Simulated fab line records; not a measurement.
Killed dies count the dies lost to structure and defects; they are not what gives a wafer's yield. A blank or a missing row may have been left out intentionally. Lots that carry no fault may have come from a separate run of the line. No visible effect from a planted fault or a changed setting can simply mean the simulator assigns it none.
fab line records	flow nand_harc	part 1 of 2: steps 1 to 30 of 38
[record] lots = 5	wafers = 15	last_day = 23
route steps=1159 shown A_CHANNEL_FILL_D1@510 A_STAIRCASE@519
lots that met no fault: taken from a fault-free run of the same line
start_h: the number of hours between the record's first day and the start of the first shown wafer of the lot	wait_h: hours from the lot's prior step to this one	" identical to the entry in the row above	L1.1+2: a row that stands for several wafers	- no value present, or no start provided	* or withheld: withheld	< > ~ a bound
route shown NAME@n: names a module that has steps shown in the file, with the first one's number in the route	usual: mean and standard deviation over wafers with no fault	same: alike in all rows	chamber/n: place in a boat	sites: per-site readings	_std_site: the values' standard deviation	_edge_site: the outer-site mean with the inner-site mean subtracted	radius_mm: how far each site lies from the wafer's centre	mask NAME#n: copy n	behind: the most recent tool/chamber to have shaped the wafer	hold: what put the lot on hold/how long, in hours/how the hold closed	device: whichever transistor did not switch (one of n, p or np)	end of line: at the end of the route, the tests of the same wafers	where a step has no rows: the recipe by itself	killed: at the first sort, the dies lost to defects and structure; wafer yield is something else	map: the dies of a wafer, with x for killed, . for not killed, _ for no die there
set.NAME: the setting the step ran with; set.NAME@STEP: the setting that earlier step ran with	model.NAME: the simulator's own value behind a step, which no gauge read
certain route steps with their lots: each step a table, each wafer a row
services: from which hour (start_h, from the record's first day; less than 0 if before it) a tool's chamber was out of use, for how many hours, and why
[[steps]]
[step NHARC_A_CHANNEL_FILL_D1_PRECLEAN_30]
[recipe] time_s = 30	chemistry = dHF
lot.wafer	tool	chamber	start_h	wait_h
L080.5+2+4	wet_bench-06	0,1,2	250.35	-
L084.6+4+3	wet_bench-01	0,2,5	286.08	-
L089.1+5+3	wet_bench-06	7,0,2	314.14	-
L092.4+1+5	wet_bench-06	1,2,3	333.49	-
L096.6+1+3	wet_bench-03	1,3,4	353.52	-
[step NHARC_A_CHANNEL_FILL_D1_SRD_31]
lot.wafer	tool	chamber	start_h	wait_h
L080.5+2+4	wet_bench-06	0,1,2	250.36	0.0
L084.6+4+3	wet_bench-01	0,2,5	286.11	0.0
L089.1+5+3	wet_bench-06	7,0,2	314.16	0.0
L092.4+1+5	wet_bench-06	1,2,3	333.51	0.0
L096.6+1+3	wet_bench-03	1,3,4	353.54	0.0
[step NHARC_A_CHANNEL_FILL_D1_CVD_09]
[recipe] target_thk_a = 1500	temp_c = 620	pressure_mtorr = 200	time_s = 3000	material = poly-Si
[usual] zone_power_top_pct = 21.0/0.9
lot.wafer	tool	chamber	start_h	wait_h	zone_power_top_pct
L080.2	lpcvd_poly-04	0	252.79	2.4	20.7
L080.4	"	0	"	"	20.6
L080.5	"	0	"	"	20.4
L084.3	lpcvd_poly-02	0	288.36	2.2	20.1
L084.4	"	0	"	"	19.9
L084.6	"	0	"	"	20.3
L089.1	lpcvd_poly-02	0	316.38	2.2	20.0
L089.3	"	0	"	"	19.9
L089.5	"	0	"	"	19.8
L092.1	lpcvd_poly-03	0	335.94	2.4	22.1
L092.4	"	0	"	"	21.9
L092.5	"	0	"	"	22.2
L096.1	lpcvd_poly-03	0	355.97	2.4	22.1
L096.3	"	0	"	"	22.2
L096.6	"	0	"	"	22.1
[step NHARC_A_CHANNEL_FILL_D1_CMP_10]
[recipe] target_thk_nm = 150
[usual] motor_current_A = 11.8/1.2	retaining_ring_pressure_frac = 0.999/0.005	time_to_endpoint_s = 15.1/2.8
lot.wafer	tool	chamber	start_h	wait_h	motor_current_A	retaining_ring_pressure_frac	time_to_endpoint_s
L080.2	cmp-02	2	255.96	0.4	13.2	0.992	12.7
L080.4	"	3	"	"	9.6	1.004	12.4
L080.5	"	3	"	"	9.7	1.002	13.4
L084.3	cmp-03	0	291.62	0.4	12.1	1.001	9.6
L084.4	"	1	"	"	13.1	0.991	11.5
L084.6	"	2	"	"	10.5	1.005	10.6
L089.3	cmp-01	0	319.57	0.4	11.4	1.003	16.0
L089.1	"	1	"	"	11.7	0.992	13.9
L089.5	"	0	"	"	11.7	0.998	14.2
L092.1	cmp-01	1	339.14	0.4	11.4	0.992	11.2
L092.4	"	0	"	"	11.5	1.000	15.7
L092.5	"	1	"	"	11.6	1.003	14.3
L096.1	cmp-03	0	359.22	0.4	12.6	0.996	14.4
L096.3	"	1	"	"	13.5	1.003	13.9
L096.6	"	2	"	"	9.7	1.002	16.9
[step NHARC_A_CHANNEL_FILL_D1_SRD_12]
lot.wafer	tool	chamber	start_h	wait_h
L080.4+2+5	wet_bench-03	0,1,3	256.26	0.0
L084.4+6+3	wet_bench-06	7,0,3	291.86	0.0
L089.3+1+5	wet_bench-03	2,3,4	319.88	0.1
L092.1+5+4	wet_bench-01	2,4,6	339.44	0.0
L096.1+6+3	wet_bench-06	7,1,2	359.47	0.0
[step NHARC_A_CHANNEL_FILL_D1_RTA_24]
[recipe] temp_c = 1000	time_s = 5
[usual] lamp_power_pct = 30.95/0.16	lamp_zone_1_pct = 30.95/0.16	wafer_temp_C_max = 1004.5/0.91
lot.wafer	tool	chamber	start_h	wait_h	lamp_power_pct	lamp_zone_1_pct	wafer_temp_C_max
L080.2	rtp_anneal-02	0	256.40	0.1	31.11	31.11	1005.7
L080.4	"	0	"	"	31.13	31.12	1002.8
L080.5	"	0	"	"	31.05	31.14	1005.3
L084.3	rtp_anneal-01	0	292.04	0.1	30.78	30.80	1004.3
L084.4	"	0	"	"	30.76	30.79	1004.4
L084.6	"	0	"	"	30.85	30.82	1005.4
L089.1	rtp_anneal-02	0	319.99	0.0	31.11	31.11	1003.7
L089.3	"	0	"	"	31.10	31.10	1004.7
L089.5	"	0	"	"	31.08	31.14	1006.2
L092.1	rtp_anneal-01	0	339.56	0.0	30.74	30.78	1004.1
L092.4	"	0	"	"	30.80	30.78	1003.8
L092.5	"	0	"	"	30.82	30.79	1003.5
L096.1	rtp_anneal-01	0	359.67	0.1	30.74	30.77	1004.5
L096.3	"	0	"	"	30.83	30.74	1003.4
L096.6	"	0	"	"	30.80	30.80	1003.7
[step NHARC_A_CHANNEL_FILL_D1_INSPECT_13]
[usual] raw_defect_count = 303/100
lot.wafer	tool	chamber	start_h	wait_h	raw_defect_count
L080.2	defect_inspect-02	-	256.57	0.1	119
L080.4	"	-	"	"	151
L080.5	"	-	"	"	123
L084.3	defect_inspect-02	-	292.18	0.1	257
L084.4	"	-	"	"	287
L084.6	"	-	"	"	399
L089.1	defect_inspect-01	-	320.18	0.2	447
L089.3	"	-	"	"	220
L089.5	"	-	"	"	384
L092.1	defect_inspect-02	-	339.76	0.2	278
L092.4	"	-	"	"	172
L092.5	"	-	"	"	179
L096.1	defect_inspect-02	-	359.89	0.2	264
L096.3	"	-	"	"	278
L096.6	"	-	"	"	465
[step NHARC_A_STAIRCASE_DEP_156]
[recipe] target_thk_a = 500	temp_c = 400	target_thk_nm = 50	flow_sccm = 200	rf_w = 450	material = SiNx
[usual] heater_power_w = 708/88	susceptor_temp_C = 399.99/0.22
lot.wafer	tool	chamber	start_h	wait_h	heater_power_w	susceptor_temp_C
L080.2	pecvd-04	0	256.68	0.1	614	399.78
L080.4	"	2	"	"	723	399.52
L080.5	"	2	"	"	724	399.66
L084.3	pecvd-01	1	292.58	0.4	757	399.78
L084.6	"	0	"	"	732	399.91
L084.4	"	2	"	"	930	400.18
L089.3	pecvd-01	1	320.28	0.1	655	399.88
L089.1	"	2	"	"	848	400.20
L089.5	"	2	"	"	847	399.96
L092.1	pecvd-01	0	339.97	0.2	612	400.01
L092.5	"	1	"	"	727	400.20
L092.4	"	0	"	"	618	400.19
L096.3	pecvd-04	0	359.96	0.1	625	399.90
L096.1	"	1	"	"	638	400.17
L096.6	"	2	"	"	679	400.14
[step NHARC_A_STAIRCASE_DEHYDRATE_158]
[recipe] temp_c = 150	time_s = 120
lot.wafer	tool	chamber	start_h	wait_h
L080.2+4+5	litho_track-05	0	257.00	0.3
L084.3+4+6	litho_track-05	0	292.82	0.2
L089.1+3+5	litho_track-05	0	320.52	0.2
L092.1+4+5	litho_track-07	0	340.19	0.2
L096.1+3+6	litho_track-07	0	360.23	0.2
[step NHARC_A_STAIRCASE_HMDS_159]
[recipe] time_s = 30
lot.wafer	tool	chamber	start_h	wait_h
L080.2+4+5	litho_track-05	0	-	-
L084.3+4+6	litho_track-05	0	-	-
L089.1+3+5	litho_track-05	0	-	-
L092.1+4+5	litho_track-07	0	-	-
L096.1+3+6	litho_track-07	0	-	-
[step NHARC_A_STAIRCASE_COAT_160]
[recipe] spin_rpm = 1200
lot.wafer	tool	chamber	start_h	wait_h
L080.2+4+5	litho_track-05	0	-	-
L084.3+4+6	litho_track-05	0	-	-
L089.1+3+5	litho_track-05	0	-	-
L092.1+4+5	litho_track-07	0	-	-
L096.1+3+6	litho_track-07	0	-	-
[step NHARC_A_STAIRCASE_SOFTBAKE_161]
[recipe] temp_c = 135	time_s = 170
lot.wafer	tool	chamber	start_h	wait_h
L080.2+4+5	litho_track-05	0	-	-
L084.3+4+6	litho_track-05	0	-	-
L089.1+3+5	litho_track-05	0	-	-
L092.1+4+5	litho_track-07	0	-	-
L096.1+3+6	litho_track-07	0	-	-
[step NHARC_A_STAIRCASE_EBR_162]
lot.wafer	tool	chamber	start_h	wait_h
L080.2+4+5	litho_track-05	0	-	-
L084.3+4+6	litho_track-05	0	-	-
L089.1+3+5	litho_track-05	0	-	-
L092.1+4+5	litho_track-07	0	-	-
L096.1+3+6	litho_track-07	0	-	-
[step NHARC_A_STAIRCASE_EXPOSE_163]
[recipe] na = 0.5	dose_mj = 20.01	mask_id = STAIR_OPEN
[usual] reticle_temp_C = 23.02/0.11
lot.wafer	tool	chamber	start_h	wait_h	mask	reticle_temp_C
L080.2	krf_scanner-02	0	257.34	-	STAIR_OPEN#0	22.87
L080.4	"	0	"	"	STAIR_OPEN#0	22.84
L080.5	"	0	"	"	STAIR_OPEN#0	22.85
L084.3	krf_scanner-03	0	293.04	-	STAIR_OPEN#0	22.98
L084.4	"	0	"	"	STAIR_OPEN#0	22.89
L084.6	"	0	"	"	STAIR_OPEN#0	23.18
L089.1	krf_scanner-01	0	320.86	-	STAIR_OPEN#0	23.08
L089.3	"	0	"	"	STAIR_OPEN#0	23.02
L089.5	"	0	"	"	STAIR_OPEN#0	22.98
L092.1	krf_scanner-01	0	340.39	-	STAIR_OPEN#0	23.02
L092.4	"	0	"	"	STAIR_OPEN#0	23.03
L092.5	"	0	"	"	STAIR_OPEN#0	22.93
L096.1	krf_scanner-01	0	360.57	-	STAIR_OPEN#0	22.91
L096.3	"	0	"	"	STAIR_OPEN#0	23.00
L096.6	"	0	"	"	STAIR_OPEN#0	22.88
[step NHARC_A_STAIRCASE_PEB_164]
[recipe] peb_temp_c = 115	peb_time_s = 130
lot.wafer	tool	chamber	start_h	wait_h
L080.2+4+5	litho_track-07	0	257.40	0.1
L084.3+4+6	litho_track-07	0	293.09	0.1
L089.1+3+5	litho_track-07	0	320.92	0.1
L092.1+4+5	litho_track-07	0	340.46	0.1
L096.1+3+6	litho_track-05	0	360.63	0.1
[step NHARC_A_STAIRCASE_DEVELOP_165]
[recipe] time_s = 140
lot.wafer	tool	chamber	start_h	wait_h
L080.2+4+5	litho_track-07	0	-	-
L084.3+4+6	litho_track-07	0	-	-
L089.1+3+5	litho_track-07	0	-	-
L092.1+4+5	litho_track-07	0	-	-
L096.1+3+6	litho_track-05	0	-	-
[step NHARC_A_STAIRCASE_HARDBAKE_167]
[recipe] temp_c = 120	time_s = 140
lot.wafer	tool	chamber	start_h	wait_h
L080.2+4+5	litho_track-02	0	257.62	-
L084.3+4+6	litho_track-07	0	293.32	-
L089.1+3+5	litho_track-05	0	321.14	-
L092.1+4+5	litho_track-07	0	340.68	-
L096.1+3+6	litho_track-05	0	360.85	-
[step NHARC_A_STAIRCASE_DESCUM_168]
[recipe] time_s = 3	o2_flow_sccm = 200	ar_flow_sccm = 0	bias_power_w = 0	chemistry = O2
[usual] drypump_motor_current_A = 6.0/0.39	oes_product_au = 1.001/0.01	rf_vpp_V = 57.7/0.87	showerhead_plenum_p_Torr = 1.86/0.059	throttle_valve_pct = 11.312/0.009
[same] bias_power_w = 0
lot.wafer	tool	chamber	start_h	wait_h	drypump_motor_current_A	oes_product_au	rf_hours_counter_h	rf_vpp_V	showerhead_plenum_p_Torr	throttle_valve_pct
L080.4	rie_diel-08	1	257.71	-	5.9	1.018	46	58.8	1.85	11.318
L080.2	"	2	"	"	6.4	0.991	48	59.9	1.95	11.298
L080.5	"	2	"	"	6.5	0.997	-	60.0	1.95	11.320
L084.4	rie_diel-08	1	293.40	-	5.9	1.012	60	57.8	1.85	11.322
L084.3	"	3	"	"	5.6	0.994	61	58.3	1.86	11.330
L084.6	"	1	"	"	5.9	1.010	-	57.6	1.85	11.299
L089.3	rie_diel-08	0	321.24	-	6.2	0.995	4	57.8	1.80	11.311
L089.1	"	1	"	"	5.9	1.011	4	57.2	1.85	11.304
L089.5	"	3	"	"	5.6	0.993	-	56.9	1.85	11.316
L092.4	rie_diel-03	1	340.79	-	6.0	0.999	41	57.6	1.83	11.318
L092.1	"	2	"	"	5.6	1.015	41	58.5	1.81	11.315
L092.5	"	3	"	"	5.3	1.014	-	57.8	1.87	11.297
L096.1	rie_diel-08	1	360.94	-	5.9	1.005	14	57.0	1.84	11.319
L096.3	"	2	"	"	6.5	1.000	15	58.3	1.94	11.325
L096.6	"	2	"	"	6.4	1.006	-	56.9	1.94	11.313
[step NHARC_A_STAIRCASE_ETCH_169]
[recipe] target_depth_a = 500	time_s = 107.1	ion_energy_ev = 120	ch3f_flow_sccm = 50	o2_flow_sccm = 30	ar_flow_sccm = 200	rf_w = 500	bias_w = 100	chemistry = CH3F/O2
[usual] drypump_motor_current_A = 6.0/0.38	oes_product_au = 0.946/0.02	rf_vpp_V = 243.3/1.3	showerhead_plenum_p_Torr = 2.39/0.071	throttle_valve_pct = 20.663/0.0095
lot.wafer	tool	chamber	start_h	wait_h	drypump_motor_current_A	oes_product_au	rf_hours_counter_h	rf_vpp_V	showerhead_plenum_p_Torr	throttle_valve_pct
L080.2	rie_diel-08	3	257.80	0.1	5.5	0.955	48	242.4	2.39	20.648
L080.4	"	0	"	"	6.2	0.941	46	242.2	2.32	20.658
L080.5	"	3	"	"	5.5	0.945	-	243.7	2.39	20.656
L084.4	rie_diel-08	2	293.50	0.1	6.4	0.922	62	243.4	2.50	20.659
L084.3	"	0	"	"	6.3	0.923	59	242.5	2.32	20.651
L084.6	"	2	"	"	6.5	0.917	-	244.8	2.50	20.660
L089.1	rie_diel-08	0	321.34	0.1	6.2	0.947	4	240.8	2.31	20.653
L089.3	"	1	"	"	5.9	0.974	4	242.3	2.37	20.675
L089.5	"	2	"	"	6.5	0.968	-	244.3	2.50	20.659
L092.4	rie_diel-03	3	340.86	0.1	5.3	0.967	40	243.3	2.40	20.661
L092.1	"	0	"	"	6.5	0.965	41	242.3	2.30	20.653
L092.5	"	0	"	"	6.5	0.971	-	241.9	2.30	20.660
L096.1	rie_diel-08	3	361.03	0.1	5.5	0.924	16	243.9	2.38	20.664
L096.3	"	0	"	"	6.3	0.926	15	243.5	2.31	20.674
L096.6	"	0	"	"	6.2	0.932	-	243.0	2.31	20.670
[step NHARC_A_STAIRCASE_ETCH_170]
[recipe] target_depth_a = 2000	time_s = 66.667	ion_energy_ev = 250	c4f6_flow_sccm = 25	o2_flow_sccm = 20	ar_flow_sccm = 500	rf_w = 600	bias_w = 500	chemistry = C4F6/O2
[usual] drypump_motor_current_A = 6.0/0.38	oes_product_au = 0.967/0.016	rf_vpp_V = 544.8/2.4	showerhead_plenum_p_Torr = 3.82/0.11	throttle_valve_pct = 26.903/0.0093
lot.wafer	tool	chamber	start_h	wait_h	drypump_motor_current_A	oes_product_au	rf_hours_counter_h	rf_vpp_V	showerhead_plenum_p_Torr	throttle_valve_pct
L080.2	rie_diel-08	1	-	-	5.9	0.976	46	544.7	3.81	26.904
L080.4	"	3	"	"	5.6	0.962	48	546.3	3.82	26.898
L080.5	"	1	"	"	5.9	0.968	-	544.7	3.81	26.915
L084.4	rie_diel-08	0	-	-	6.3	0.945	59	542.2	3.71	26.897
L084.3	"	1	"	"	5.9	0.971	60	545.8	3.80	26.908
L084.6	"	2	"	"	6.5	0.956	-	548.8	3.98	26.910
L089.1	rie_diel-08	3	-	-	5.5	0.965	4	544.8	3.81	26.896
L089.3	"	1	"	"	5.9	0.992	4	545.4	3.80	26.909
L089.5	"	0	"	"	6.3	0.957	-	541.5	3.71	26.892
L092.1	rie_diel-03	1	-	-	6.0	0.975	41	542.8	3.77	26.896
L092.4	"	2	"	"	5.6	0.994	41	542.5	3.72	26.911
L092.5	"	2	"	"	5.6	0.988	-	541.8	3.72	26.892
L096.3	rie_diel-08	0	-	-	6.2	0.961	15	542.9	3.70	26.899
L096.1	"	1	"	"	5.9	0.952	15	546.2	3.79	26.904
L096.6	"	0	"	"	6.2	0.953	-	543.2	3.70	26.887
[step NHARC_A_STAIRCASE_STRIP_171]
[recipe] power_w = 1500	temp_c = 250	chemistry = O2
[usual] drypump_motor_current_A = 6.1/0.32	heater_power_w = 336/30	temp_c = 250.00/0.18
lot.wafer	tool	chamber	start_h	wait_h	drypump_motor_current_A	heater_power_w	rf_hours_counter_h	temp_c
L080.2	plasma_asher-01	0	258.21	-	6.0	340	46	250.58
L080.4	"	0	"	"	6.0	342	-	249.95
L080.5	"	1	"	"	6.5	401	-	249.84
L084.4	plasma_asher-01	0	293.81	-	6.0	337	-	250.22
L084.3	"	1	"	"	6.5	382	-	250.11
L084.6	"	0	"	"	6.0	331	-	250.07
L089.1	plasma_asher-02	0	321.55	-	5.6	304	48	249.94
L089.3	"	1	"	"	6.2	317	-	250.15
L089.5	"	0	"	"	5.7	303	-	250.00
L092.1	plasma_asher-01	1	341.14	-	6.5	384	18	250.37
L092.4	"	0	"	"	6.0	334	-	250.21
L092.5	"	1	"	"	6.5	383	-	249.94
L096.1	plasma_asher-01	0	362.24	-	6.0	336	26	249.88
L096.3	"	0	"	"	6.0	327	-	249.93
L096.6	"	1	"	"	6.5	367	-	249.95
[step NHARC_A_STAIRCASE_STRIP_172]
[recipe] time_s = 900	temp_c = 130	chemistry = SPM
[usual] temp_c = 130.01/0.14
lot.wafer	tool	chamber	start_h	wait_h	temp_c
L080.5	wet_bench-02	4	258.51	0.1	129.84
L080.2	"	7	"	"	129.88
L080.4	"	0	"	"	130.17
L084.4	wet_bench-05	2	294.08	0.2	130.05
L084.6	"	4	"	"	129.91
L084.3	"	6	"	"	129.91
L089.3	wet_bench-04	5	321.90	0.2	129.99
L089.5	"	7	"	"	130.06
L089.1	"	1	"	"	129.87
L092.5	wet_bench-02	7	341.44	0.1	129.89
L092.1	"	1	"	"	130.06
L092.4	"	2	"	"	130.11
L096.1	wet_bench-04	1	362.59	0.3	129.87
L096.6	"	2	"	"	130.06
L096.3	"	3	"	"	130.23
[step NHARC_A_STAIRCASE_PRECLEAN_173]
[recipe] time_s = *	temp_c = 50	bath_age_min = 0	chemistry = SC1
[usual] h2o2_flow_mL_min = 56.61/0.16	temp_c = 49.99/0.12
lot.wafer	tool	chamber	start_h	wait_h	h2o2_flow_mL_min	temp_c
L080.5	wet_bench-02	4	-	-	56.47	49.99
L080.2	"	7	"	"	56.60	50.07
L080.4	"	0	"	"	56.48	49.90
L084.4	wet_bench-05	2	-	-	56.91	49.81
L084.6	"	4	"	"	56.58	50.13
L084.3	"	6	"	"	56.25	49.87
L089.3	wet_bench-04	5	-	-	56.44	49.94
L089.5	"	7	"	"	56.61	50.05
L089.1	"	1	"	"	56.70	49.95
L092.5	wet_bench-02	7	-	-	56.58	50.01
L092.1	"	1	"	"	56.64	50.09
L092.4	"	2	"	"	56.67	49.90
L096.1	wet_bench-04	1	-	-	56.45	50.04
L096.6	"	2	"	"	56.68	50.14
L096.3	"	3	"	"	56.45	49.90
[step NHARC_A_STAIRCASE_SRD_174]
lot.wafer	tool	chamber	start_h	wait_h
L080.5+2+4	wet_bench-02	4,7,0	-	-
L084.4+6+3	wet_bench-05	2,4,6	-	-
L089.3+5+1	wet_bench-04	5,7,1	-	-
L092.5+1+4	wet_bench-02	7,1,2	-	-
L096.1+6+3	wet_bench-04	1,2,3	-	-
[step NHARC_A_STAIRCASE_DEHYDRATE_01]
[recipe] temp_c = 150	time_s = 120
lot.wafer	tool	chamber	start_h	wait_h
L080.2+4+5	litho_track-07	0	258.97	-
L084.3+4+6	litho_track-07	0	294.53	-
L089.1+3+5	litho_track-05	0	322.35	-
L092.1+4+5	litho_track-05	0	341.90	-
L096.1+3+6	litho_track-07	0	363.05	-
[step NHARC_A_STAIRCASE_HMDS_02]
[recipe] time_s = 30
lot.wafer	tool	chamber	start_h	wait_h
L080.2+4+5	litho_track-07	0	-	-
L084.3+4+6	litho_track-07	0	-	-
L089.1+3+5	litho_track-05	0	-	-
L092.1+4+5	litho_track-05	0	-	-
L096.1+3+6	litho_track-07	0	-	-
[step NHARC_A_STAIRCASE_COAT_03]
[recipe] spin_rpm = 1200
lot.wafer	tool	chamber	start_h	wait_h
L080.2+4+5	litho_track-07	0	-	-
L084.3+4+6	litho_track-07	0	-	-
L089.1+3+5	litho_track-05	0	-	-
L092.1+4+5	litho_track-05	0	-	-
L096.1+3+6	litho_track-07	0	-	-
[step NHARC_A_STAIRCASE_SOFTBAKE_04]
[recipe] temp_c = 135	time_s = 170
lot.wafer	tool	chamber	start_h	wait_h
L080.2+4+5	litho_track-07	0	-	-
L084.3+4+6	litho_track-07	0	-	-
L089.1+3+5	litho_track-05	0	-	-
L092.1+4+5	litho_track-05	0	-	-
L096.1+3+6	litho_track-07	0	-	-
[step NHARC_A_STAIRCASE_EBR_05]
lot.wafer	tool	chamber	start_h	wait_h
L080.2+4+5	litho_track-07	0	-	-
L084.3+4+6	litho_track-07	0	-	-
L089.1+3+5	litho_track-05	0	-	-
L092.1+4+5	litho_track-05	0	-	-
L096.1+3+6	litho_track-07	0	-	-
[step NHARC_A_STAIRCASE_EXPOSE_06]
[recipe] na = 0.5	dose_mj = 25.43	mask_id = STAIR
[usual] reticle_temp_C = 22.99/0.096
lot.wafer	tool	chamber	start_h	wait_h	mask	reticle_temp_C
L080.2	krf_scanner-03	0	259.30	-	STAIR#0	23.10
L080.4	"	0	"	"	STAIR#0	22.95
L080.5	"	0	"	"	STAIR#0	23.10
L084.3	krf_scanner-01	0	294.88	-	STAIR#0	23.04
L084.4	"	0	"	"	STAIR#0	23.04
L084.6	"	0	"	"	STAIR#0	23.08
L089.1	krf_scanner-02	0	322.68	-	STAIR#0	22.98
L089.3	"	0	"	"	STAIR#0	22.89
L089.5	"	0	"	"	STAIR#0	23.23
L092.1	krf_scanner-02	0	342.11	-	STAIR#0	23.08
L092.4	"	0	"	"	STAIR#0	23.08
L092.5	"	0	"	"	STAIR#0	23.18
L096.1	krf_scanner-03	0	363.25	-	STAIR#0	22.97
L096.3	"	0	"	"	STAIR#0	22.95
L096.6	"	0	"	"	STAIR#0	22.98
